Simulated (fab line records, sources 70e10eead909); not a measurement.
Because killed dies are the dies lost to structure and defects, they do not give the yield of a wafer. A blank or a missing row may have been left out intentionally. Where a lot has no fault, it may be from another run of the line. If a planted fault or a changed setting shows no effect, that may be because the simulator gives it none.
Which tool is to blame? :: flow nandHarc :: 24 lots with 72 wafers sampled at 6 steps, on a route of 1302 steps

== WHAT THE GAUGES SHOWED, per wafer ==
NHARC_P_M1_OVL_MEAS_10: pitch 260 nm. Usual: overlayXNm 0.1 nm, standard deviation 0.71; overlayYNm 0.2 nm, standard deviation 1.
lot: L074
measured: day 6 08:01
on: overlay-02
overlayXNm (nm): 0.6 0.5 0.9
overlayYNm (nm): 1.8 2.4 1.9
flag: 

lot: L076
measured: day 6 20:40
on: overlay-01
overlayXNm (nm): -0.7 -0.6 -1.2
overlayYNm (nm): -0.5 -0.1 -0.2
flag: 

lot: L075
measured: day 6 21:07
on: overlay-01
overlayXNm (nm): -0.7 -0.8 -0.1
overlayYNm (nm): 0.0 -0.1 -0.1
flag: 

lot: L077
measured: day 7 13:02
on: overlay-01
overlayXNm (nm): 1.2 1.0 1.3
overlayYNm (nm): 1.9 2.1 1.2
flag: 

lot: L078
measured: day 7 13:49
on: overlay-01
overlayXNm (nm): 0.1 0.2 -0.4
overlayYNm (nm): -0.3 0.2 0.1
flag: 

lot: L079
measured: day 8 02:00
on: overlay-01
overlayXNm (nm): 0.1 0.8 0.8
overlayYNm (nm): -0.2 -0.1 -0.1
flag: 

lot: L080
measured: day 8 16:26
on: overlay-01
overlayXNm (nm): 0.1 0.3 0.3
overlayYNm (nm): 1.7 1.9 1.8
flag: 

lot: L081
measured: day 9 08:34
on: overlay-02
overlayXNm (nm): -0.8 0.1 -0.3
overlayYNm (nm): -0.7 -0.1 -1.1
flag: 

lot: L082
measured: day 9 19:51
on: overlay-02
overlayXNm (nm): -0.5 -0.7 -1.1
overlayYNm (nm): -1.7 -2.0 -1.8
flag: 

lot: L083
measured: day 10 00:37
on: overlay-02
overlayXNm (nm): 0.7 1.1 0.6
overlayYNm (nm): -0.8 -1.0 -0.9
flag: 

lot: L085
measured: day 10 15:18
on: overlay-02
overlayXNm (nm): -0.1 0.0 0.2
overlayYNm (nm): 0.1 0.4 0.5
flag: 

lot: L084
measured: day 10 17:17
on: overlay-01
overlayXNm (nm): 0.9 0.6 1.1
overlayYNm (nm): -1.1 -0.5 -1.2
flag: 

lot: L086
measured: day 11 03:15
on: overlay-02
overlayXNm (nm): -0.6 -0.3 -1.2
overlayYNm (nm): -0.2 -0.4 -0.1
flag: 

lot: L087
measured: day 11 12:55
on: overlay-01
overlayXNm (nm): -1.2 -1.3 -1.0
overlayYNm (nm): 1.7 1.7 1.7
flag: 

lot: L088
measured: day 12 09:53
on: overlay-01
overlayXNm (nm): -0.5 -0.8 -0.8
overlayYNm (nm): 0.5 0.6 0.9
flag: 

lot: L089
measured: day 12 11:01
on: overlay-02
overlayXNm (nm): 0.8 0.5 0.5
overlayYNm (nm): 1.1 0.9 1.3
flag: 

lot: L090
measured: day 12 21:04
on: overlay-02
overlayXNm (nm): -1.1 0.1 -0.3
overlayYNm (nm): -0.2 0.6 0.4
flag: 

lot: L091
measured: day 13 11:32
on: overlay-01
overlayXNm (nm): -0.3 0.5 -0.1
overlayYNm (nm): -1.8 -1.2 -0.9
flag: 

lot: L092
measured: day 13 13:08
on: overlay-02
overlayXNm (nm): 0.4 0.6 0.1
overlayYNm (nm): 0.8 1.0 2.0
flag: 

lot: L093
measured: day 14 05:28
on: overlay-01
overlayXNm (nm): -0.1 0.4 -0.2
overlayYNm (nm): 0.6 0.6 0.9
flag: 

lot: L094
measured: day 14 17:05
on: overlay-01
overlayXNm (nm): -0.3 -0.2 0.1
overlayYNm (nm): 0.3 0.6 0.2
flag: 

lot: L095
measured: day 14 22:52
on: overlay-02
overlayXNm (nm): 1.1 1.3 1.7
overlayYNm (nm): 0.5 0.4 -0.3
flag: 

lot: L096
measured: day 15 10:14
on: overlay-02
overlayXNm (nm): 0.5 0.8 0.6
overlayYNm (nm): 0.1 0.2 0.4
flag: 

lot: L097
measured: day 15 21:33
on: overlay-01
overlayXNm (nm): -0.5 -0.2 -0.5
overlayYNm (nm): -1.3 -1.4 -1.8
flag: 

NHARC_P_M1_CD_MEAS_16. Usual: cdNm at 130.1 nm, with a standard deviation of 0.78.
lot: L074
measured: day 6 08:25
on: cdSem-02
cdNm (nm): 129.0 129.9 129.5
flag: 

lot: L076
measured: day 6 21:07
on: cdSem-02
cdNm (nm): 130.2 129.5 130.4
flag: 

lot: L075
measured: day 6 21:35
on: cdSem-01
cdNm (nm): 130.2 129.3 129.3
flag: 

lot: L077
measured: day 7 13:26
on: cdSem-03
cdNm (nm): 128.7 129.3 130.3
flag: 

lot: L078
measured: day 7 14:13
on: cdSem-02
cdNm (nm): 129.9 130.9 131.2
flag: 

lot: L079
measured: day 8 02:26
on: cdSem-03
cdNm (nm): 129.8 129.9 131.0
flag: 

lot: L080
measured: day 8 16:51
on: cdSem-02
cdNm (nm): 130.5 130.8 130.7
flag: 

lot: L081
measured: day 9 08:58
on: cdSem-01
cdNm (nm): 130.0 131.2 129.6
flag: 

lot: L082
measured: day 9 20:15
on: cdSem-03
cdNm (nm): 129.4 130.7 128.5
flag: 

lot: L083
measured: day 10 01:01
on: cdSem-02
cdNm (nm): 130.5 129.6 130.4
flag: 

lot: L085
measured: day 10 15:43
on: cdSem-01
cdNm (nm): 130.0 129.8 129.9
flag: 

lot: L084
measured: day 10 17:41
on: cdSem-01
cdNm (nm): 130.0 130.0 129.8
flag: 

lot: L086
measured: day 11 03:39
on: cdSem-03
cdNm (nm): 130.7 130.2 131.2
flag: 

lot: L087
measured: day 11 13:19
on: cdSem-01
cdNm (nm): 130.7 131.0 131.9
flag: 

lot: L088
measured: day 12 10:44
on: cdSem-02
cdNm (nm): 128.8 130.1 130.0
flag: 

lot: L089
measured: day 12 11:25
on: cdSem-02
cdNm (nm): 130.8 130.4 130.7
flag: 

lot: L090
measured: day 12 21:28
on: cdSem-02
cdNm (nm): 130.0 131.0 130.6
flag: 

lot: L091
measured: day 13 12:11
on: cdSem-02
cdNm (nm): 130.6 129.2 129.4
flag: 

lot: L092
measured: day 13 13:34
on: cdSem-03
cdNm (nm): 130.2 128.3 129.0
flag: 

lot: L093
measured: day 14 05:53
on: cdSem-03
cdNm (nm): 130.3 130.3 129.6
flag: 

lot: L094
measured: day 14 17:30
on: cdSem-03
cdNm (nm): 130.6 130.3 130.6
flag: 

lot: L095
measured: day 14 23:16
on: cdSem-01
cdNm (nm): 130.7 130.4 130.7
flag: 

lot: L096
measured: day 15 10:38
on: cdSem-03
cdNm (nm): 130.3 132.1 131.0
flag: 

lot: L097
measured: day 15 21:57
on: cdSem-02
cdNm (nm): 131.3 130.0 131.4
flag: 

NHARC_P_M2_INSPECT_27. Usual: rawDefectCount at 289, with a standard deviation of 100.
lot: L074
measured: day 6 14:50
on: defectInspect-02
rawDefectCount: 349 254 362
flag: 

lot: L076
measured: day 7 03:59
on: defectInspect-02
rawDefectCount: 266 247 334
flag: 

lot: L075
measured: day 7 04:10
on: defectInspect-01
rawDefectCount: 380 540 283
flag: 

lot: L077
measured: day 7 19:50
on: defectInspect-01
rawDefectCount: 327 545 262
flag: 

lot: L078
measured: day 7 20:47
on: defectInspect-01
rawDefectCount: 261 233 213
flag: 

lot: L079
measured: day 8 08:46
on: defectInspect-02
rawDefectCount: 282 323 333
flag: 

lot: L080
measured: day 8 23:20
on: defectInspect-02
rawDefectCount: 253 422 248
flag: 

lot: L081
measured: day 9 15:25
on: defectInspect-01
rawDefectCount: 282 455 400
flag: 

lot: L082
measured: day 10 02:32
on: defectInspect-01
rawDefectCount: 302 235 366
flag: 

lot: L083
measured: day 10 07:20
on: defectInspect-02
rawDefectCount: 294 496 253
flag: 

lot: L085
measured: day 10 22:02
on: defectInspect-01
rawDefectCount: 282 488 441
flag: 

lot: L084
measured: day 11 00:02
on: defectInspect-02
rawDefectCount: 198 272 238
flag: 

lot: L086
measured: day 11 10:23
on: defectInspect-01
rawDefectCount: 222 313 180
flag: 

lot: L087
measured: day 11 19:44
on: defectInspect-01
rawDefectCount: 266 223 341
flag: 

lot: L088
measured: day 12 17:14
on: defectInspect-02
rawDefectCount: 234 186 214
flag: 

lot: L089
measured: day 12 17:55
on: defectInspect-02
rawDefectCount: 219 178 225
flag: 

lot: L090
measured: day 13 03:55
on: defectInspect-02
rawDefectCount: 244 263 315
flag: 

lot: L091
measured: day 13 18:38
on: defectInspect-02
rawDefectCount: 414 346 291
flag: 

lot: L092
measured: day 13 19:54
on: defectInspect-01
rawDefectCount: 192 271 222
flag: 

lot: L093
measured: day 14 12:36
on: defectInspect-01
rawDefectCount: 574 511 233
flag: 

lot: L094
measured: day 15 00:04
on: defectInspect-01
rawDefectCount: 213 261 239
flag: 

lot: L095
measured: day 15 05:47
on: defectInspect-02
rawDefectCount: 212 493 228
flag: 

lot: L096
measured: day 15 17:02
on: defectInspect-02
rawDefectCount: 249 180 247
flag: 

lot: L097
measured: day 16 04:16
on: defectInspect-02
rawDefectCount: 195 186 185
flag: 

== WHICH TOOL RAN EACH LOT (tool, then ch and the chambers of the sampled wafers, then the start) ==
lot: L074
NHARC_P_M1_DEGAS_29: pvdSputter-03, day 6 09:08
NHARC_P_M1_PRE_CLEAN_32: pecvd-01 ch 0,2, day 6 10:46
NHARC_P_M2_PVD_20: pvdSputter-01, day 6 14:50 or earlier

lot: L076
NHARC_P_M1_DEGAS_29: pvdSputter-03, day 6 21:53
NHARC_P_M1_PRE_CLEAN_32: pecvd-03 ch 0,1,2, day 6 23:31
NHARC_P_M2_PVD_20: pvdSputter-02, day 7 03:59 or earlier

lot: L075
NHARC_P_M1_DEGAS_29: pvdSputter-01, day 6 22:19
NHARC_P_M1_PRE_CLEAN_32: pecvd-04 ch 0,1,2, day 6 23:56
NHARC_P_M2_PVD_20: pvdSputter-03, day 7 04:10 or earlier

lot: L077
NHARC_P_M1_DEGAS_29: pvdSputter-03, day 7 14:09
NHARC_P_M1_PRE_CLEAN_32: pecvd-04 ch 1,2, day 7 15:53
NHARC_P_M2_PVD_20: pvdSputter-03, day 7 19:50 or earlier

lot: L078
NHARC_P_M1_DEGAS_29: pvdSputter-01, day 7 14:58
NHARC_P_M1_PRE_CLEAN_32: pecvd-03 ch 1,2, day 7 16:41
NHARC_P_M2_PVD_20: pvdSputter-03, day 7 20:47 or earlier

lot: L079
NHARC_P_M1_DEGAS_29: pvdSputter-02, day 8 03:09
NHARC_P_M1_PRE_CLEAN_32: pecvd-04 ch 1,2, day 8 04:47
NHARC_P_M2_PVD_20: pvdSputter-02, day 8 08:46 or earlier

lot: L080
NHARC_P_M1_DEGAS_29: pvdSputter-01, day 8 17:36
NHARC_P_M1_PRE_CLEAN_32: pecvd-01 ch 0,1,2, day 8 19:16
NHARC_P_M2_PVD_20: pvdSputter-02, day 8 23:20 or earlier

lot: L081
NHARC_P_M1_DEGAS_29: pvdSputter-01, day 9 09:42
NHARC_P_M1_PRE_CLEAN_32: pecvd-04 ch 1,2, day 9 11:20
NHARC_P_M2_PVD_20: pvdSputter-02, day 9 15:25 or earlier

lot: L082
NHARC_P_M1_DEGAS_29: pvdSputter-01, day 9 20:58
NHARC_P_M1_PRE_CLEAN_32: pecvd-04 ch 0,1,2, day 9 22:35
NHARC_P_M2_PVD_20: pvdSputter-02, day 10 02:32 or earlier

lot: L083
NHARC_P_M1_DEGAS_29: pvdSputter-01, day 10 01:46
NHARC_P_M1_PRE_CLEAN_32: pecvd-03 ch 0,2, day 10 03:23
NHARC_P_M2_PVD_20: pvdSputter-01, day 10 07:20 or earlier

lot: L085
NHARC_P_M1_DEGAS_29: pvdSputter-03, day 10 16:25
NHARC_P_M1_PRE_CLEAN_32: pecvd-03 ch 0,1,2, day 10 18:04
NHARC_P_M2_PVD_20: pvdSputter-02, day 10 22:02 or earlier

lot: L084
NHARC_P_M1_DEGAS_29: pvdSputter-03, day 10 18:25
NHARC_P_M1_PRE_CLEAN_32: pecvd-03 ch 0,1, day 10 20:02
NHARC_P_M2_PVD_20: pvdSputter-02, day 11 00:02 or earlier

lot: L086
NHARC_P_M1_DEGAS_29: pvdSputter-03, day 11 04:22
NHARC_P_M1_PRE_CLEAN_32: pecvd-03 ch 0,1, day 11 06:17
NHARC_P_M2_PVD_20: pvdSputter-03, day 11 10:23 or earlier

lot: L087
NHARC_P_M1_DEGAS_29: pvdSputter-03, day 11 14:02
NHARC_P_M1_PRE_CLEAN_32: pecvd-04 ch 0,1,2, day 11 15:40
NHARC_P_M2_PVD_20: pvdSputter-03, day 11 19:44 or earlier

lot: L088
NHARC_P_M1_DEGAS_29: pvdSputter-03, day 12 11:27
NHARC_P_M1_PRE_CLEAN_32: pecvd-03 ch 0,1,2, day 12 13:13
NHARC_P_M2_PVD_20: pvdSputter-02, day 12 17:14 or earlier

lot: L089
NHARC_P_M1_DEGAS_29: pvdSputter-02, day 12 12:09
NHARC_P_M1_PRE_CLEAN_32: pecvd-01 ch 0,2, day 12 13:47
NHARC_P_M2_PVD_20: pvdSputter-03, day 12 17:55 or earlier

lot: L090
NHARC_P_M1_DEGAS_29: pvdSputter-01, day 12 22:11
NHARC_P_M1_PRE_CLEAN_32: pecvd-04 ch 0,1,2, day 12 23:48
NHARC_P_M2_PVD_20: pvdSputter-01, day 13 03:55 or earlier

lot: L091
NHARC_P_M1_DEGAS_29: pvdSputter-02, day 13 12:54
NHARC_P_M1_PRE_CLEAN_32: pecvd-04 ch 1,2, day 13 14:32
NHARC_P_M2_PVD_20: pvdSputter-02, day 13 18:38 or earlier

lot: L092
NHARC_P_M1_DEGAS_29: pvdSputter-01, day 13 14:17
NHARC_P_M1_PRE_CLEAN_32: pecvd-03 ch 0,1,2, day 13 15:56
NHARC_P_M2_PVD_20: pvdSputter-02, day 13 19:54 or earlier

lot: L093
NHARC_P_M1_DEGAS_29: pvdSputter-01, day 14 06:41
NHARC_P_M1_PRE_CLEAN_32: pecvd-03 ch 0,2, day 14 08:22
NHARC_P_M2_PVD_20: pvdSputter-01, day 14 12:36 or earlier

lot: L094
NHARC_P_M1_DEGAS_29: pvdSputter-01, day 14 18:13
NHARC_P_M1_PRE_CLEAN_32: pecvd-01 ch 0,2, day 14 19:50
NHARC_P_M2_PVD_20: pvdSputter-03, day 15 00:04 or earlier

lot: L095
NHARC_P_M1_DEGAS_29: pvdSputter-01, day 15 00:00
NHARC_P_M1_PRE_CLEAN_32: pecvd-03 ch 0,2, day 15 01:37
NHARC_P_M2_PVD_20: pvdSputter-03, day 15 05:47 or earlier

lot: L096
NHARC_P_M1_DEGAS_29: pvdSputter-03, day 15 11:21
NHARC_P_M1_PRE_CLEAN_32: pecvd-01 ch 0,1, day 15 12:58
NHARC_P_M2_PVD_20: pvdSputter-02, day 15 17:02 or earlier

lot: L097
NHARC_P_M1_DEGAS_29: pvdSputter-03, day 15 22:40
NHARC_P_M1_PRE_CLEAN_32: pecvd-03 ch 1,2, day 16 00:18
NHARC_P_M2_PVD_20: pvdSputter-01, day 16 04:16 or earlier
- NHARC_P_M1_DEGAS_29: time 60 s.
- NHARC_P_M1_PRE_CLEAN_32: time 12 s.
- NHARC_P_M2_PVD_20: deposits TaN, target thk 5 nm, time 8.06 s.

== WHAT THE TOOLS THEMSELVES READ (means of the sampled wafers that have a number; where no wafer has one, the mark that the record gives instead) ==
NHARC_P_M1_DEGAS_29. Usual: heaterPowerW at 339 W, with a standard deviation of 24.
lot: L074
tool: pvdSputter-03
heaterPowerW (W): 316
flag: 

lot: L076
tool: pvdSputter-03
heaterPowerW (W): 338
flag: 

lot: L075
tool: pvdSputter-01
heaterPowerW (W): 350
flag: 

lot: L077
tool: pvdSputter-03
heaterPowerW (W): 330
flag: 

lot: L078
tool: pvdSputter-01
heaterPowerW (W): 339
flag: 

lot: L079
tool: pvdSputter-02
heaterPowerW (W): 365
flag: 

lot: L080
tool: pvdSputter-01
heaterPowerW (W): 340
flag: 

lot: L081
tool: pvdSputter-01
heaterPowerW (W): 342
flag: 

lot: L082
tool: pvdSputter-01
heaterPowerW (W): 360
flag: 

lot: L083
tool: pvdSputter-01
heaterPowerW (W): 351
flag: 

lot: L085
tool: pvdSputter-03
heaterPowerW (W): 321
flag: 

lot: L084
tool: pvdSputter-03
heaterPowerW (W): 332
flag: 

lot: L086
tool: pvdSputter-03
heaterPowerW (W): 349
flag: 

lot: L087
tool: pvdSputter-03
heaterPowerW (W): 344
flag: 

lot: L088
tool: pvdSputter-03
heaterPowerW (W): 346
flag: 

lot: L089
tool: pvdSputter-02
heaterPowerW (W): 353
flag: 

lot: L090
tool: pvdSputter-01
heaterPowerW (W): 342
flag: 

lot: L091
tool: pvdSputter-02
heaterPowerW (W): 373
flag: 

lot: L092
tool: pvdSputter-01
heaterPowerW (W): 336
flag: 

lot: L093
tool: pvdSputter-01
heaterPowerW (W): 337
flag: 

lot: L094
tool: pvdSputter-01
heaterPowerW (W): 339
flag: 

lot: L095
tool: pvdSputter-01
heaterPowerW (W): 330
flag: 

lot: L096
tool: pvdSputter-03
heaterPowerW (W): 316
flag: 

lot: L097
tool: pvdSputter-03
heaterPowerW (W): 336
flag: 

NHARC_P_M1_PRE_CLEAN_32. Usual: heaterPowerW 619 W, standard deviation 59; rfFwdPowerW 292.4 W, standard deviation 0.82.
lot: L074
tool: pecvd-01
heaterPowerW (W): 633
rfFwdPowerW (W): 291.9
flag: 

lot: L076
tool: pecvd-03
heaterPowerW (W): 609
rfFwdPowerW (W): 291.6
flag: 

lot: L075
tool: pecvd-04
heaterPowerW (W): 701
rfFwdPowerW (W): 293.3
flag: 

lot: L077
tool: pecvd-04
heaterPowerW (W): 669
rfFwdPowerW (W): 292.7
flag: 

lot: L078
tool: pecvd-03
heaterPowerW (W): 561
rfFwdPowerW (W): 292.3
flag: 

lot: L079
tool: pecvd-04
heaterPowerW (W): 681
rfFwdPowerW (W): 292.1
flag: 

lot: L080
tool: pecvd-01
heaterPowerW (W): 611
rfFwdPowerW (W): 293.4
flag: 

lot: L081
tool: pecvd-04
heaterPowerW (W): 694
rfFwdPowerW (W): 292.0
flag: 

lot: L082
tool: pecvd-04
heaterPowerW (W): 675
rfFwdPowerW (W): 293.0
flag: 

lot: L083
tool: pecvd-03
heaterPowerW (W): 584
rfFwdPowerW (W): 291.7
flag: 

lot: L085
tool: pecvd-03
heaterPowerW (W): 621
rfFwdPowerW (W): 292.3
flag: 

lot: L084
tool: pecvd-03
heaterPowerW (W): 632
rfFwdPowerW (W): 292.2
flag: 

lot: L086
tool: pecvd-03
heaterPowerW (W): 586
rfFwdPowerW (W): 292.7
flag: 

lot: L087
tool: pecvd-04
heaterPowerW (W): 647
rfFwdPowerW (W): 292.1
flag: 

lot: L088
tool: pecvd-03
heaterPowerW (W): 580
rfFwdPowerW (W): 292.2
flag: 

lot: L089
tool: pecvd-01
heaterPowerW (W): 584
rfFwdPowerW (W): 292.3
flag: 

lot: L090
tool: pecvd-04
heaterPowerW (W): 655
rfFwdPowerW (W): 292.3
flag: 

lot: L091
tool: pecvd-04
heaterPowerW (W): 665
rfFwdPowerW (W): 292.7
flag: 

lot: L092
tool: pecvd-03
heaterPowerW (W): 586
rfFwdPowerW (W): 292.7
flag: 

lot: L093
tool: pecvd-03
heaterPowerW (W): 644
rfFwdPowerW (W): 292.8
flag: 

lot: L094
tool: pecvd-01
heaterPowerW (W): 621
rfFwdPowerW (W): 293.6
flag: 

lot: L095
tool: pecvd-03
heaterPowerW (W): 624
rfFwdPowerW (W): 292.9
flag: 

lot: L096
tool: pecvd-01
heaterPowerW (W): 663
rfFwdPowerW (W): 292.0
flag: 

lot: L097
tool: pecvd-03
heaterPowerW (W): 538
rfFwdPowerW (W): 292.5
flag: 

NHARC_P_M2_PVD_20. Usual: throttleValvePct at 30.0 %, with a standard deviation of 1.4.
lot: L074
tool: pvdSputter-01
throttleValvePct (%): 28.8
flag: 

lot: L076
tool: pvdSputter-02
throttleValvePct (%): 30.3
flag: 

lot: L075
tool: pvdSputter-03
throttleValvePct (%): 31.2
flag: 

lot: L077
tool: pvdSputter-03
throttleValvePct (%): 31.4
flag: 

lot: L078
tool: pvdSputter-03
throttleValvePct (%): 30.7
flag: 

lot: L079
tool: pvdSputter-02
throttleValvePct (%): 29.6
flag: 

lot: L080
tool: pvdSputter-02
throttleValvePct (%): 30.3
flag: 

lot: L081
tool: pvdSputter-02
throttleValvePct (%): 30.0
flag: 

lot: L082
tool: pvdSputter-02
throttleValvePct (%): 29.9
flag: 

lot: L083
tool: pvdSputter-01
throttleValvePct (%): 29.2
flag: 

lot: L085
tool: pvdSputter-02
throttleValvePct (%): 29.0
flag: 

lot: L084
tool: pvdSputter-02
throttleValvePct (%): 30.1
flag: 

lot: L086
tool: pvdSputter-03
throttleValvePct (%): 29.7
flag: 

lot: L087
tool: pvdSputter-03
throttleValvePct (%): 30.8
flag: 

lot: L088
tool: pvdSputter-02
throttleValvePct (%): 29.4
flag: 

lot: L089
tool: pvdSputter-03
throttleValvePct (%): 30.4
flag: 

lot: L090
tool: pvdSputter-01
throttleValvePct (%): 29.0
flag: 

lot: L091
tool: pvdSputter-02
throttleValvePct (%): 29.5
flag: 

lot: L092
tool: pvdSputter-02
throttleValvePct (%): 30.0
flag: 

lot: L093
tool: pvdSputter-01
throttleValvePct (%): 30.0
flag: 

lot: L094
tool: pvdSputter-03
throttleValvePct (%): 29.5
flag: 

lot: L095
tool: pvdSputter-03
throttleValvePct (%): 31.4
flag: 

lot: L096
tool: pvdSputter-02
throttleValvePct (%): 29.7
flag: 

lot: L097
tool: pvdSputter-01
throttleValvePct (%): 29.3
flag: 

== THE ANSWER, worked out from the rows above alone ==
Rule: take the mean of a lot's wafers that have a number; if it is more than 3 standard deviations from the usual mean, the lot is off. Also off: a lot with no number at a reading for which 4 or more lots have one. All remaining lots with rows at the step are treated as sound. First the gauges in route order, then the tools' own readings, where a lot's mean is used as printed above. The first step at which some lot is off is used, and at that step the reading that is off furthest; a lot without a number counts as furthest.
Across all readings shown, no lot is off: no conclusion can be drawn from this.

== WHAT HAD BEEN PUT IN BY THE SIMULATOR ==
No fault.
